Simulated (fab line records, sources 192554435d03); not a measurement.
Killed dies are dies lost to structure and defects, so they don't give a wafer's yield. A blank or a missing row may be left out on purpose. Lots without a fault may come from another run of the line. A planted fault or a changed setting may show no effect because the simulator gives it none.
Which tool did it? | flow n5_finfet | 24 lots, 72 wafers sampled, at 6 steps of a route of 1938

WHAT THE GAUGES READ, wafer by wafer
N5_BEOL_M7_CD_MEAS_28: target cd 40 nm.
lot  | measured     | on        | cd_nm (nm)
L074 | day 8 21:53  | cd_sem-01 | 40.04 39.39 39.69
L076 | day 9 10:13  | cd_sem-01 | 39.69 39.72 39.93
L077 | day 9 16:33  | cd_sem-03 | 39.66 39.84 40.03
L079 | day 9 19:09  | cd_sem-01 | 40.46 39.94 40.44
L078 | day 9 21:06  | cd_sem-02 | 39.60 39.96 40.39
L075 | day 10 00:41 | cd_sem-01 | 39.82 40.11 39.65
L080 | day 10 15:17 | cd_sem-03 | 40.29 40.25 40.30
L081 | day 10 23:19 | cd_sem-03 | 40.09 39.49 40.32
L082 | day 11 18:20 | cd_sem-03 | 40.03 40.45 40.06
L084 | day 12 02:35 | cd_sem-02 | 39.67 39.95 39.94
L083 | day 12 02:38 | cd_sem-03 | 39.56 39.99 39.60
L086 | day 12 05:51 | cd_sem-02 | 39.85 40.01 39.72
L085 | day 12 08:39 | cd_sem-03 | 39.83 40.35 40.12
L087 | day 12 21:55 | cd_sem-01 | 39.72 40.26 39.72
L088 | day 12 22:00 | cd_sem-02 | 39.83 39.94 39.65
L089 | day 13 05:52 | cd_sem-03 | 39.45 40.13 40.19
L091 | day 13 09:32 | cd_sem-02 | 39.90 40.04 40.21
L090 | day 13 14:30 | cd_sem-02 | 39.91 39.61 39.91
L092 | day 13 21:08 | cd_sem-03 | 39.89 40.21 40.04
L093 | day 14 03:05 | cd_sem-01 | 39.89 39.61 40.06
L094 | day 14 06:04 | cd_sem-01 | 40.15 39.72 40.23
L096 | day 14 21:33 | cd_sem-01 | 40.25 40.13 40.18
L095 | day 14 21:43 | cd_sem-01 | 39.87 40.08 40.38
L097 | day 15 07:17 | cd_sem-01 | 39.89 40.14 40.22

N5_BEOL_M7_OVL_MEAS_29.
lot  | measured     | on         | V6_OVL (nm)
L074 | day 8 21:55  | overlay-02 | -0.2 0.3 0.2
L076 | day 9 10:16  | overlay-02 | -0.2 -0.4 -0.3
L077 | day 9 16:35  | overlay-01 | 0.2 -0.7 -0.3
L079 | day 9 19:11  | overlay-02 | -0.5 -0.9 0.4
L078 | day 9 21:08  | overlay-01 | 0.2 -0.8 -0.4
L075 | day 10 00:43 | overlay-01 | -0.2 -0.3 -0.3
L080 | day 10 15:19 | overlay-01 | -0.6 0.9 0.2
L081 | day 10 23:21 | overlay-02 | 0.6 0.4 -0.2
L082 | day 11 18:22 | overlay-02 | -0.4 -0.5 -0.2
L084 | day 12 02:37 | overlay-01 | -0.4 -0.6 -0.9
L083 | day 12 02:41 | overlay-01 | -0.1 0.1 0.6
L086 | day 12 05:53 | overlay-01 | 0.4 0.1 0.8
L085 | day 12 08:41 | overlay-02 | -0.4 1.0 -0.4
L087 | day 12 21:57 | overlay-01 | 0.5 0.0 0.7
L088 | day 12 22:02 | overlay-02 | -0.9 -0.8 -0.7
L089 | day 13 05:53 | overlay-02 | 0.6 0.5 -0.4
L091 | day 13 09:34 | overlay-01 | -0.5 0.2 0.1
L090 | day 13 14:32 | overlay-01 | 0.6 0.4 0.6
L092 | day 13 21:10 | overlay-01 | -1.0 -0.6 -1.6
L093 | day 14 03:07 | overlay-02 | 0.2 0.2 0.7
L094 | day 14 06:06 | overlay-02 | 0.0 0.3 0.0
L096 | day 14 21:35 | overlay-01 | -0.7 0.7 -0.4
L095 | day 14 21:45 | overlay-02 | -0.4 -1.2 0.1
L097 | day 15 07:19 | overlay-02 | -0.8 -1.4 -1.1

N5_BEOL_M7_INSPECT_58: inspects for defects (darkfield).
lot  | measured     | on                | raw_defect_count
L074 | day 9 00:29  | defect_inspect-01 | 105 98 98
L076 | day 9 13:04  | defect_inspect-02 | 60 56 39
L077 | day 9 19:35  | defect_inspect-01 | 103 160 95
L079 | day 9 22:49  | defect_inspect-02 | 75 52 86
L078 | day 10 00:47 | defect_inspect-01 | 25 63 37
L075 | day 10 03:49 | defect_inspect-02 | 111 73 114
L080 | day 10 19:08 | defect_inspect-01 | 62 51 80
L081 | day 11 02:38 | defect_inspect-01 | 66 67 75
L082 | day 11 21:38 | defect_inspect-01 | 71 82 61
L084 | day 12 08:08 | defect_inspect-02 | 74 47 71
L083 | day 12 07:58 | defect_inspect-02 | 94 104 74
L086 | day 12 08:34 | defect_inspect-02 | 54 39 77
L085 | day 12 12:11 | defect_inspect-01 | 69 58 58
L087 | day 13 01:09 | defect_inspect-01 | 112 97 73
L088 | day 13 01:28 | defect_inspect-02 | 98 81 76
L089 | day 13 10:35 | defect_inspect-02 | 57 60 40
L091 | day 13 14:10 | defect_inspect-02 | 65 31 69
L090 | day 13 17:37 | defect_inspect-01 | 89 90 68
L092 | day 14 01:01 | defect_inspect-02 | 42 72 102
L093 | day 14 08:06 | defect_inspect-02 | 109 85 107
L094 | day 14 08:54 | defect_inspect-02 | 81 91 75
L096 | day 15 03:25 | defect_inspect-01 | 74 104 102
L095 | day 15 03:29 | defect_inspect-01 | 70 40 47
L097 | day 15 10:45 | defect_inspect-01 | 85 142 172

WHICH TOOL RAN EACH LOT (tool, then ch and the chambers of the sampled wafers, then the start)
lot  | N5_BEOL_M7_ETCH_72                 | N5_BEOL_M7_ETCH_65                 | N5_BEOL_M7_VIA_ETCH_34
L074 | rie_diel-06 ch 0,2,3, day 8 22:02  | rie_diel-06 ch 0,2,3, day 8 22:03  | rie_diel-06 ch 0,2,3, day 8 22:11
L076 | rie_diel-03 ch 1,2,3, day 9 10:22  | rie_diel-03 ch 1,2,3, day 9 10:23  | rie_diel-03 ch 1,2,3, day 9 10:32
L077 | rie_diel-04 ch 0,1,2, day 9 16:43  | rie_diel-04 ch 0,1,2, day 9 16:43  | rie_diel-04 ch 0,1,2, day 9 16:51
L079 | rie_diel-06 ch 0,3, day 9 19:18    | rie_diel-06 ch 0,3, day 9 19:19    | rie_diel-06 ch 0,3, day 9 19:26
L078 | rie_diel-03 ch 1,2,3, day 9 21:32  | rie_diel-03 ch 1,2,3, day 9 21:32  | rie_diel-03 ch 1,2,3, day 9 21:40
L075 | rie_diel-04 ch 0,1,3, day 10 00:50 | rie_diel-04 ch 0,1,3, day 10 00:51 | rie_diel-04 ch 0,1,3, day 10 00:59
L080 | rie_diel-04 ch 1,2, day 10 15:40   | rie_diel-04 ch 1,2, day 10 15:41   | rie_diel-04 ch 1,2, day 10 15:49
L081 | rie_diel-04 ch 0,2, day 10 23:37   | rie_diel-04 ch 0,2, day 10 23:38   | rie_diel-04 ch 0,2, day 10 23:46
L082 | rie_diel-04 ch 1,3, day 11 18:34   | rie_diel-04 ch 1,3, day 11 18:35   | rie_diel-04 ch 1,3, day 11 18:43
L084 | rie_diel-04 ch 1,2, day 12 03:29   | rie_diel-04 ch 1,2, day 12 03:30   | rie_diel-04 ch 1,2, day 12 03:37
L083 | rie_diel-03 ch 0,1,2, day 12 03:29 | rie_diel-03 ch 0,1,2, day 12 03:31 | rie_diel-03 ch 0,1,2, day 12 03:38
L086 | rie_diel-03 ch 0,1,3, day 12 06:00 | rie_diel-03 ch 0,1,3, day 12 06:01 | rie_diel-03 ch 0,1,3, day 12 06:09
L085 | rie_diel-04 ch 0,2,3, day 12 09:06 | rie_diel-04 ch 0,2,3, day 12 09:07 | rie_diel-04 ch 0,2,3, day 12 09:15
L087 | rie_diel-03 ch 1,2,3, day 12 22:13 | rie_diel-03 ch 1,2,3, day 12 22:14 | rie_diel-03 ch 1,2,3, day 12 22:22
L088 | rie_diel-04 ch 0,1,2, day 12 22:36 | rie_diel-04 ch 0,1,2, day 12 22:37 | rie_diel-04 ch 0,1,2, day 12 22:45
L089 | rie_diel-04 ch 0,1,3, day 13 07:02 | rie_diel-04 ch 0,1,3, day 13 07:02 | rie_diel-04 ch 0,1,3, day 13 07:10
L091 | rie_diel-04 ch 1,2,3, day 13 10:16 | rie_diel-04 ch 1,2,3, day 13 10:17 | rie_diel-04 ch 1,2,3, day 13 10:25
L090 | rie_diel-04 ch 0,1,3, day 13 14:46 | rie_diel-04 ch 0,1,3, day 13 14:47 | rie_diel-04 ch 0,1,3, day 13 14:55
L092 | rie_diel-04 ch 0,1,3, day 13 21:47 | rie_diel-04 ch 0,1,3, day 13 21:48 | rie_diel-04 ch 0,1,3, day 13 21:56
L093 | rie_diel-04 ch 0,2,3, day 14 03:40 | rie_diel-04 ch 0,2,3, day 14 03:41 | rie_diel-04 ch 0,2,3, day 14 03:49
L094 | rie_diel-04 ch 1,3, day 14 06:13   | rie_diel-04 ch 1,3, day 14 06:14   | rie_diel-04 ch 1,3, day 14 06:22
L096 | rie_diel-03 ch 1,2,3, day 14 23:19 | rie_diel-03 ch 1,2,3, day 14 23:20 | rie_diel-03 ch 1,2,3, day 14 23:28
L095 | rie_diel-03 ch 0,2, day 14 23:43   | rie_diel-03 ch 0,2, day 14 23:44   | rie_diel-03 ch 0,2, day 14 23:52
L097 | rie_diel-03 ch 0,2,3, day 15 07:34 | rie_diel-03 ch 0,2,3, day 15 07:35 | rie_diel-03 ch 0,2,3, day 15 07:43
- N5_BEOL_M7_ETCH_72: etches underlayer in N2/H2, target depth 6.5 nm, time 5.2 s.
- N5_BEOL_M7_ETCH_65: etches SiARC in CF4, target depth 15.6 nm, time 26 s.
- N5_BEOL_M7_VIA_ETCH_34: etches SiCOH lowk in C4F6/O2, target depth 125.5 nm, time 50.5 s.

WHAT THE TOOLS THEMSELVES READ (means of the sampled wafers that have a number; where no wafer has one, the mark that the record gives instead)
N5_BEOL_M7_ETCH_72.
lot  | tool        | drypump_motor_current_A (A) | etch_rf_on_time_s (s) | oes_product_au (a.u.) | rf_vpp_V (V) | showerhead_plenum_p_Torr (Torr) | throttle_valve_pct (%)
L074 | rie_diel-06 | 5.7                         | 5.23                  | 0.70                  | 525.0        | 2.56                            | 17.64
L076 | rie_diel-03 | 5.5                         | 5.30                  | 0.62                  | 523.1        | 2.54                            | 18.06
L077 | rie_diel-04 | 5.5                         | 5.14                  | 0.75                  | 522.8        | 2.51                            | 17.90
L079 | rie_diel-06 | 5.5                         | 5.26                  | 0.75                  | 526.1        | 2.59                            | 17.56
L078 | rie_diel-03 | 5.5                         | 5.29                  | 0.62                  | 522.8        | 2.54                            | 18.07
L075 | rie_diel-04 | 5.5                         | 5.03                  | 0.71                  | 523.5        | 2.52                            | 18.04
L080 | rie_diel-04 | 5.1                         | 5.20                  | 0.76                  | 522.1        | 2.52                            | 17.81
L081 | rie_diel-04 | 5.2                         | 5.20                  | 0.71                  | 522.8        | 2.47                            | 17.77
L082 | rie_diel-04 | 5.1                         | 5.03                  | 0.67                  | 523.9        | 2.54                            | 18.06
L084 | rie_diel-04 | 5.1                         | 5.20                  | 0.74                  | 524.7        | 2.51                            | 17.84
L083 | rie_diel-03 | 5.5                         | 5.28                  | 0.61                  | 522.4        | 2.50                            | 18.04
L086 | rie_diel-03 | 5.7                         | 5.32                  | 0.61                  | 519.9        | 2.43                            | 18.10
L085 | rie_diel-04 | 5.3                         | 5.17                  | 0.66                  | 522.6        | 2.48                            | 17.90
L087 | rie_diel-03 | 5.5                         | 5.28                  | 0.59                  | 522.5        | 2.53                            | 18.11
L088 | rie_diel-04 | 5.5                         | 5.13                  | 0.72                  | 523.3        | 2.50                            | 17.96
L089 | rie_diel-04 | 5.5                         | 5.04                  | 0.68                  | 522.7        | 2.51                            | 18.07
L091 | rie_diel-04 | 5.1                         | 5.20                  | 0.69                  | 522.8        | 2.52                            | 17.96
L090 | rie_diel-04 | 5.5                         | 5.12                  | 0.67                  | 523.7        | 2.51                            | 18.08
L092 | rie_diel-04 | 5.5                         | 5.03                  | 0.67                  | 521.7        | 2.51                            | 18.09
L093 | rie_diel-04 | 5.3                         | 5.11                  | 0.65                  | 521.6        | 2.47                            | 17.95
L094 | rie_diel-04 | 5.1                         | 5.01                  | 0.65                  | 522.9        | 2.53                            | 18.09
L096 | rie_diel-03 | 5.5                         | 5.25                  | 0.59                  | 521.8        | 2.52                            | 18.13
L095 | rie_diel-03 | 5.4                         | 5.23                  | 0.60                  | 523.5        | 2.52                            | 18.18
L097 | rie_diel-03 | 5.5                         | 5.36                  | 0.59                  | 522.7        | 2.45                            | 18.21

N5_BEOL_M7_ETCH_65.
lot  | tool        | drypump_motor_current_A (A) | etch_rf_on_time_s (s) | oes_product_au (a.u.) | rf_vpp_V (V) | showerhead_plenum_p_Torr (Torr) | throttle_valve_pct (%)
L074 | rie_diel-06 | 5.7                         | 26.2                  | 0.69                  | 184.2        | 2.15                            | 15.42
L076 | rie_diel-03 | 5.5                         | 26.3                  | 0.62                  | 183.5        | 2.13                            | 15.81
L077 | rie_diel-04 | 5.4                         | 25.2                  | 0.76                  | 184.1        | 2.11                            | 15.59
L079 | rie_diel-06 | 5.5                         | 26.3                  | 0.75                  | 184.7        | 2.16                            | 15.27
L078 | rie_diel-03 | 5.4                         | 26.4                  | 0.61                  | 183.4        | 2.13                            | 15.82
L075 | rie_diel-04 | 5.5                         | 25.3                  | 0.70                  | 184.0        | 2.13                            | 15.78
L080 | rie_diel-04 | 5.1                         | 25.7                  | 0.76                  | 183.3        | 2.12                            | 15.52
L081 | rie_diel-04 | 5.2                         | 26.3                  | 0.71                  | 184.2        | 2.08                            | 15.48
L082 | rie_diel-04 | 5.1                         | 25.3                  | 0.67                  | 184.4        | 2.15                            | 15.86
L084 | rie_diel-04 | 5.0                         | 25.8                  | 0.74                  | 183.2        | 2.12                            | 15.53
L083 | rie_diel-03 | 5.5                         | 26.5                  | 0.61                  | 184.7        | 2.10                            | 15.73
L086 | rie_diel-03 | 5.7                         | 26.3                  | 0.61                  | 183.9        | 2.04                            | 15.78
L085 | rie_diel-04 | 5.2                         | 25.6                  | 0.66                  | 181.9        | 2.09                            | 15.67
L087 | rie_diel-03 | 5.5                         | 26.5                  | 0.60                  | 183.9        | 2.12                            | 15.87
L088 | rie_diel-04 | 5.4                         | 25.9                  | 0.72                  | 183.3        | 2.10                            | 15.65
L089 | rie_diel-04 | 5.5                         | 25.8                  | 0.67                  | 183.3        | 2.12                            | 15.83
L091 | rie_diel-04 | 5.1                         | 25.6                  | 0.69                  | 184.2        | 2.13                            | 15.72
L090 | rie_diel-04 | 5.5                         | 25.1                  | 0.68                  | 184.1        | 2.12                            | 15.83
L092 | rie_diel-04 | 5.5                         | 25.5                  | 0.67                  | 183.3        | 2.12                            | 15.82
L093 | rie_diel-04 | 5.3                         | 25.6                  | 0.65                  | 182.9        | 2.08                            | 15.69
L094 | rie_diel-04 | 5.1                         | 25.5                  | 0.64                  | 183.4        | 2.14                            | 15.90
L096 | rie_diel-03 | 5.5                         | 26.4                  | 0.59                  | 182.8        | 2.11                            | 15.91
L095 | rie_diel-03 | 5.3                         | 26.4                  | 0.59                  | 184.1        | 2.13                            | 15.90
L097 | rie_diel-03 | 5.5                         | 26.5                  | 0.59                  | 182.4        | 2.07                            | 15.96

N5_BEOL_M7_VIA_ETCH_34.
lot  | tool        | C4F6_flow_sccm (sccm) | O2_flow_sccm (sccm) | drypump_motor_current_A (A) | oes_f_703_au (a.u.) | oes_product_au (a.u.) | rf_vpp_V (V) | showerhead_plenum_p_Torr (Torr) | throttle_valve_pct (%)
L074 | rie_diel-06 | 9.981                 | 10.00               | 5.7                         | 0.78                | 0.81                  | 662          | 2.87                            | 20.71
L076 | rie_diel-03 | 10.002                | 10.00               | 5.5                         | 0.72                | 0.73                  | 671          | 2.82                            | 20.99
L077 | rie_diel-04 | 9.988                 | 10.02               | 5.4                         | 0.88                | 0.88                  | 668          | 2.80                            | 20.88
L079 | rie_diel-06 | 10.052                | 9.98                | 5.5                         | 0.85                | 0.88                  | 656          | 2.89                            | 20.59
L078 | rie_diel-03 | 9.981                 | 10.01               | 5.5                         | 0.72                | 0.73                  | 670          | 2.82                            | 20.99
L075 | rie_diel-04 | 9.982                 | 10.01               | 5.5                         | 0.83                | 0.83                  | 668          | 2.81                            | 20.98
L080 | rie_diel-04 | 9.995                 | 10.02               | 5.0                         | 0.90                | 0.89                  | 656          | 2.82                            | 20.84
L081 | rie_diel-04 | 10.007                | 10.00               | 5.2                         | 0.84                | 0.83                  | 661          | 2.77                            | 20.80
L082 | rie_diel-04 | 10.024                | 10.00               | 5.1                         | 0.79                | 0.77                  | 659          | 2.84                            | 21.05
L084 | rie_diel-04 | 10.044                | 10.00               | 5.1                         | 0.88                | 0.87                  | 655          | 2.81                            | 20.87
L083 | rie_diel-03 | 10.001                | 9.97                | 5.5                         | 0.70                | 0.72                  | 670          | 2.79                            | 20.95
L086 | rie_diel-03 | 10.023                | 10.02               | 5.7                         | 0.71                | 0.72                  | 667          | 2.71                            | 20.97
L085 | rie_diel-04 | 9.997                 | 10.00               | 5.2                         | 0.77                | 0.77                  | 663          | 2.77                            | 20.92
L087 | rie_diel-03 | 10.003                | 9.99                | 5.5                         | 0.70                | 0.71                  | 670          | 2.81                            | 21.03
L088 | rie_diel-04 | 9.975                 | 9.98                | 5.4                         | 0.84                | 0.83                  | 666          | 2.79                            | 20.91
L089 | rie_diel-04 | 10.002                | 9.99                | 5.5                         | 0.79                | 0.78                  | 668          | 2.80                            | 21.02
L091 | rie_diel-04 | 9.998                 | 10.01               | 5.1                         | 0.82                | 0.81                  | 656          | 2.82                            | 20.98
L090 | rie_diel-04 | 9.985                 | 9.99                | 5.5                         | 0.79                | 0.78                  | 668          | 2.80                            | 21.03
L092 | rie_diel-04 | 10.032                | 10.02               | 5.5                         | 0.79                | 0.78                  | 668          | 2.80                            | 21.03
L093 | rie_diel-04 | 10.003                | 10.00               | 5.3                         | 0.76                | 0.76                  | 664          | 2.77                            | 20.93
L094 | rie_diel-04 | 9.997                 | 9.98                | 5.1                         | 0.77                | 0.75                  | 659          | 2.82                            | 21.09
L096 | rie_diel-03 | 10.010                | 10.00               | 5.5                         | 0.69                | 0.69                  | 670          | 2.80                            | 21.06
L095 | rie_diel-03 | 9.996                 | 10.02               | 5.4                         | 0.70                | 0.69                  | 665          | 2.82                            | 21.13
L097 | rie_diel-03 | 9.988                 | 10.00               | 5.5                         | 0.70                | 0.70                  | 661          | 2.74                            | 21.15

THE ANSWER, worked out from the rows above alone
Rule: what is usual is taken from the lots themselves. Put in order of their means at a reading, lots are off if they are a third of the lots or fewer, leave a main group of 4 or more, and stand apart from it by a gap of 3 or more times the standard deviation of the main group's means; of several such gaps the widest counts. A main group whose means are all the same, to the digits that the tables above print for the reading, isn't used. A lot without any number at a reading at which 4 lots or more have one is off too. The other lots that the step has rows for count as sound. The gauges are gone through in route order, then the tools' own readings, and for those a lot's mean is taken as printed above. The first step at which some lot is off is used, and at that step the reading that is off furthest; a lot without a number counts as furthest.
No lot is off at any reading shown: from this, nothing can be told.

WHAT THE SIMULATOR HAD PUT IN
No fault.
